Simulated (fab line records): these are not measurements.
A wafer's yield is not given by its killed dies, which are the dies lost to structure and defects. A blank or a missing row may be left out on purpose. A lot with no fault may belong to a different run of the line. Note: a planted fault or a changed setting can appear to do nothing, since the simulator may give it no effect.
Which tool was responsible?	flow n5_finfet	24 lots with 72 wafers sampled at 5 steps, on a route of 1938 steps

WHAT THE GAUGES SHOWED, per wafer
N5_BEOL_M11_THK_MEAS_01.
lot	measured	on	M11_ILD_THK (nm)
L075	day 10 23:51	film_metro-02	264 271 272
L074	day 11 00:05	film_metro-02	267 266 273
L078	day 13 01:29	film_metro-02	266 263 265
L077	day 13 03:05	film_metro-02	263 269 278
L076	day 13 12:37	film_metro-02	264 261 267
L083	day 13 13:40	film_metro-02	265 264 272
L080	day 13 19:06	film_metro-01	260 263 266
L081	day 13 20:03	film_metro-01	261 266 272
L079	day 14 05:32	film_metro-01	261 263 264
L082	day 14 07:47	film_metro-01	266 257 266
L084	day 14 16:47	film_metro-01	263 269 273
L086	day 14 21:59	film_metro-01	268 272 266
L085	day 15 03:53	film_metro-01	263 269 273
L088	day 15 06:35	film_metro-02	266 264 264
L087	day 15 13:17	film_metro-01	273 273 270
L091	day 15 20:29	film_metro-01	264 266 266
L089	day 16 10:02	film_metro-01	268 261 272
L093	day 16 12:37	film_metro-01	266 273 269
L090	day 16 17:46	film_metro-01	263 267 274
L094	day 16 21:50	film_metro-01	268 269 275
L092	day 16 23:33	film_metro-01	270 272 277
L095	day 17 05:52	film_metro-01	269 277 273
L096	day 17 21:59	film_metro-02	263 271 267
L097	day 17 23:52	film_metro-02	272 264 272

N5_BEOL_M12_CD_MEAS_17: target cd 140 nm.
lot	measured	on	cd_nm (nm)
L075	day 11 10:22	cd_sem-02	142.2 140.8 138.5
L074	day 11 09:08	cd_sem-02	139.9 142.4 139.2
L078	day 13 13:27	cd_sem-01	140.7 137.6 136.3
L077	day 13 14:34	cd_sem-01	136.8 131.8 135.5
L076	day 13 19:32	cd_sem-02	140.3 139.9 137.3
L083	day 13 22:26	cd_sem-01	139.1 140.6 141.5
L080	day 14 03:24	cd_sem-01	144.0 141.0 139.6
L081	day 14 04:05	cd_sem-01	136.8 137.9 138.4
L079	day 14 13:46	cd_sem-02	141.8 140.4 134.9
L082	day 14 16:26	cd_sem-01	134.5 141.9 134.2
L084	day 15 04:10	cd_sem-01	135.4 142.5 139.2
L086	day 15 07:46	cd_sem-01	137.3 141.8 138.6
L085	day 15 11:29	cd_sem-02	131.9 140.6 133.0
L088	day 15 13:58	cd_sem-01	139.2 138.4 133.0
L087	day 15 21:19	cd_sem-03	131.4 138.9 139.3
L091	day 16 05:13	cd_sem-03	138.8 139.7 142.3
L089	day 16 17:56	cd_sem-01	139.6 144.3 143.4
L093	day 16 21:57	cd_sem-03	144.4 145.9 143.0
L090	day 17 00:47	cd_sem-02	141.2 141.6 136.2
L094	day 17 08:31	cd_sem-01	140.3 142.6 140.9
L092	day 17 08:47	cd_sem-02	135.2 134.7 138.3
L095	day 17 15:20	cd_sem-01	140.0 139.0 135.3
L096	day 18 06:58	cd_sem-02	143.7 139.5 141.6
L097	day 18 11:34	cd_sem-03	141.0 141.5 140.5

N5_BEOL_M12_INSPECT_30: inspects for defects (macro).
lot	measured	on	raw_defect_count
L075	day 11 10:45	defect_inspect-01	3 1 1
L074	day 11 09:38	defect_inspect-01	4 1 2
L078	day 13 13:57	defect_inspect-01	1 3 2
L077	day 13 14:56	defect_inspect-01	5 2 2
L076	day 13 20:02	defect_inspect-01	1 0 0
L083	day 13 22:57	defect_inspect-01	1 0 1
L080	day 14 03:54	defect_inspect-02	1 4 2
L081	day 14 04:36	defect_inspect-02	2 3 2
L079	day 14 14:17	defect_inspect-02	4 2 1
L082	day 14 16:56	defect_inspect-02	3 1 2
L084	day 15 04:40	defect_inspect-01	5 2 1
L086	day 15 08:16	defect_inspect-02	5 1 5
L085	day 15 11:59	defect_inspect-02	2 0 1
L088	day 15 14:28	defect_inspect-01	3 1 2
L087	day 15 21:41	defect_inspect-01	1 1 4
L091	day 16 05:36	defect_inspect-02	1 3 2
L089	day 16 18:20	defect_inspect-01	3 1 2
L093	day 16 22:28	defect_inspect-01	0 5 3
L090	day 17 01:18	defect_inspect-01	0 2 2
L094	day 17 09:04	defect_inspect-02	2 6 1
L092	day 17 09:10	defect_inspect-02	0 1 1
L095	day 17 15:43	defect_inspect-02	1 2 2
L096	day 18 07:21	defect_inspect-01	1 1 1
L097	day 18 11:57	defect_inspect-01	0 0 4

WHAT TOOL EACH LOT RAN ON (gives the tool, then ch and the chambers of the sampled wafers, and finally the start)
lot	N5_BEOL_M11_VIA_ETCH_34	N5_BEOL_M11_STRIP_36
L075	rie_diel-06 ch 1,2,3, day 11 04:50	rie_diel-06 ch 1,2,3, day 11 04:54
L074	rie_diel-05 ch 1,2,3, day 11 04:47	rie_diel-05 ch 1,2,3, day 11 04:52
L078	rie_diel-05 ch 1,3, day 13 09:47	rie_diel-05 ch 1,3, day 13 09:50
L077	rie_diel-06 ch 0,2,3, day 13 10:15	rie_diel-06 ch 0,2,3, day 13 10:19
L076	rie_diel-06 ch 0,2,3, day 13 15:01	rie_diel-06 ch 0,2,3, day 13 15:05
L083	rie_diel-05 ch 0,1, day 13 18:23	rie_diel-05 ch 0,1, day 13 18:27
L080	rie_diel-05 ch 0,2,3, day 13 23:28	rie_diel-05 ch 0,2,3, day 13 23:32
L081	rie_diel-06 ch 0,2,3, day 14 00:12	rie_diel-06 ch 0,2,3, day 14 00:16
L079	rie_diel-06 ch 0,1,3, day 14 09:10	rie_diel-06 ch 0,1,3, day 14 09:13
L082	rie_diel-05 ch 0,2, day 14 11:28	rie_diel-05 ch 0,2, day 14 11:32
L084	rie_diel-05 ch 0,2, day 14 23:31	rie_diel-05 ch 0,2, day 14 23:34
L086	rie_diel-01 ch 0,1,3, day 15 03:13	rie_diel-01 ch 0,1,3, day 15 03:17
L085	rie_diel-06 ch 0,3, day 15 07:22	rie_diel-06 ch 0,3, day 15 07:25
L088	rie_diel-01 ch 0,1,3, day 15 09:05	rie_diel-01 ch 0,1,3, day 15 09:09
L087	rie_diel-05 ch 0,1,3, day 15 16:47	rie_diel-05 ch 0,1,3, day 15 16:50
L091	rie_diel-06 ch 1,3, day 16 00:28	rie_diel-06 ch 1,3, day 16 00:32
L089	rie_diel-01 ch 0,2,3, day 16 13:49	rie_diel-01 ch 0,2,3, day 16 13:53
L093	rie_diel-06 ch 0,1, day 16 17:50	rie_diel-06 ch 0,1, day 16 17:54
L090	rie_diel-05 ch 0,1,2, day 16 20:37	rie_diel-05 ch 0,1,2, day 16 20:40
L094	rie_diel-05 ch 0,1,3, day 17 03:28	rie_diel-05 ch 0,1,3, day 17 03:31
L092	rie_diel-01 ch 1,2, day 17 03:35	rie_diel-01 ch 1,2, day 17 03:40
L095	rie_diel-05 ch 1,2,3, day 17 09:45	rie_diel-05 ch 1,2,3, day 17 09:49
L096	rie_diel-05 ch 1,2, day 18 02:47	rie_diel-05 ch 1,2, day 18 02:51
L097	rie_diel-06 ch 0,1,2, day 18 07:05	rie_diel-06 ch 0,1,2, day 18 07:09
- N5_BEOL_M11_VIA_ETCH_34: etches SiCOH lowk in C4F6/O2, target depth 184.5 nm, time 69.2 s.
- N5_BEOL_M11_STRIP_36: strips in N2/H2.

AS READ BY THE TOOLS THEMSELVES (means over the sampled wafers that have a number; for cases with no such wafer, the mark the record gives instead)
N5_BEOL_M11_VIA_ETCH_34.
lot	tool	drypump_motor_current_A (A)	oes_f_703_au (a.u.)	oes_product_au (a.u.)	rf_vpp_V (V)	showerhead_plenum_p_Torr (Torr)	throttle_valve_pct (%)
L075	rie_diel-06	5.89	0.74	0.76	651	2.81	20.87
L074	rie_diel-05	5.52	0.75	0.73	662	2.75	20.98
L078	rie_diel-05	5.57	0.80	0.76	667	2.73	20.77
L077	rie_diel-06	5.78	0.73	0.75	662	2.89	21.03
L076	rie_diel-06	5.77	0.73	0.75	663	2.89	21.03
L083	rie_diel-05	5.56	0.71	0.70	657	2.77	21.04
L080	rie_diel-05	5.74	0.83	0.81	654	2.78	20.80
L081	rie_diel-06	5.77	0.73	0.74	663	2.89	21.03
L079	rie_diel-06	5.85	0.72	0.74	662	2.89	20.97
L082	rie_diel-05	5.72	0.77	0.77	650	2.80	20.93
L084	rie_diel-05	5.71	0.84	0.85	649	2.79	20.92
L086	rie_diel-01	5.89	0.82	0.80	659	2.85	20.77
L085	rie_diel-06	5.73	0.72	0.74	674	2.97	21.12
L088	rie_diel-01	5.88	0.82	0.80	658	2.85	20.76
L087	rie_diel-05	5.59	0.74	0.72	661	2.74	20.92
L091	rie_diel-06	5.71	0.82	0.87	663	3.00	20.83
L089	rie_diel-01	5.74	0.88	0.85	651	2.85	20.71
L093	rie_diel-06	6.16	0.88	0.89	658	3.01	20.60
L090	rie_diel-05	5.55	0.76	0.75	656	2.75	21.03
L094	rie_diel-05	5.57	0.73	0.72	662	2.74	20.95
L092	rie_diel-01	5.83	0.87	0.88	663	2.90	20.95
L095	rie_diel-05	5.53	0.79	0.78	660	2.74	20.91
L096	rie_diel-05	5.35	0.75	0.74	662	2.71	21.13
L097	rie_diel-06	6.04	0.78	0.78	655	2.89	20.83

N5_BEOL_M11_STRIP_36.
lot	tool	drypump_motor_current_A (A)	oes_product_au (a.u.)	rf_vpp_V (V)	showerhead_plenum_p_Torr (Torr)	throttle_valve_pct (%)
L075	rie_diel-06	5.90	0.76	60.5	2.52	23.8
L074	rie_diel-05	5.53	0.73	58.4	2.45	23.6
L078	rie_diel-05	5.57	0.76	58.5	2.43	23.4
L077	rie_diel-06	5.79	0.75	61.2	2.59	23.9
L076	rie_diel-06	5.80	0.76	59.8	2.59	23.9
L083	rie_diel-05	5.56	0.70	58.8	2.46	23.5
L080	rie_diel-05	5.72	0.83	59.8	2.48	23.5
L081	rie_diel-06	5.77	0.75	58.9	2.58	24.0
L079	rie_diel-06	5.87	0.75	58.6	2.57	23.7
L082	rie_diel-05	5.75	0.78	59.4	2.49	23.4
L084	rie_diel-05	5.71	0.87	59.4	2.49	23.5
L086	rie_diel-01	5.91	0.80	58.2	2.52	23.3
L085	rie_diel-06	5.76	0.74	59.2	2.64	23.9
L088	rie_diel-01	5.90	0.80	60.7	2.52	23.3
L087	rie_diel-05	5.58	0.71	58.7	2.44	23.5
L091	rie_diel-06	5.70	0.85	59.7	2.69	23.4
L089	rie_diel-01	5.73	0.84	59.9	2.53	23.3
L093	rie_diel-06	6.15	0.88	59.3	2.68	23.4
L090	rie_diel-05	5.53	0.75	59.7	2.45	23.6
L094	rie_diel-05	5.57	0.70	58.3	2.44	23.5
L092	rie_diel-01	5.81	0.88	60.9	2.59	23.8
L095	rie_diel-05	5.56	0.79	59.9	2.43	23.5
L096	rie_diel-05	5.35	0.74	60.4	2.41	23.6
L097	rie_diel-06	6.05	0.78	58.5	2.59	23.8

THE ANSWER, worked out from the rows above alone
Rule: the usual values come from the lots themselves. Put in order of their means at a reading, lots are off if they are a third of the lots or fewer, leave a main group of 4 or more, and stand apart from it by a gap of 3 or more times the standard deviation of the main group's means; of several such gaps the widest counts. Not used: any main group whose means are identical at the precision the tables above print for the reading. Also off: a lot with no number at a reading for which 4 or more lots have one. All remaining lots with rows at the step are treated as sound. First the gauges in route order, then the tools' own readings, where a lot's mean is used as printed above. At the first step where some lot is off, the reading lying furthest off is the one used; lots without a number count as furthest.
None of the lots is off at any reading shown; this tells nothing.

WHAT WAS PUT IN BY THE SIMULATOR
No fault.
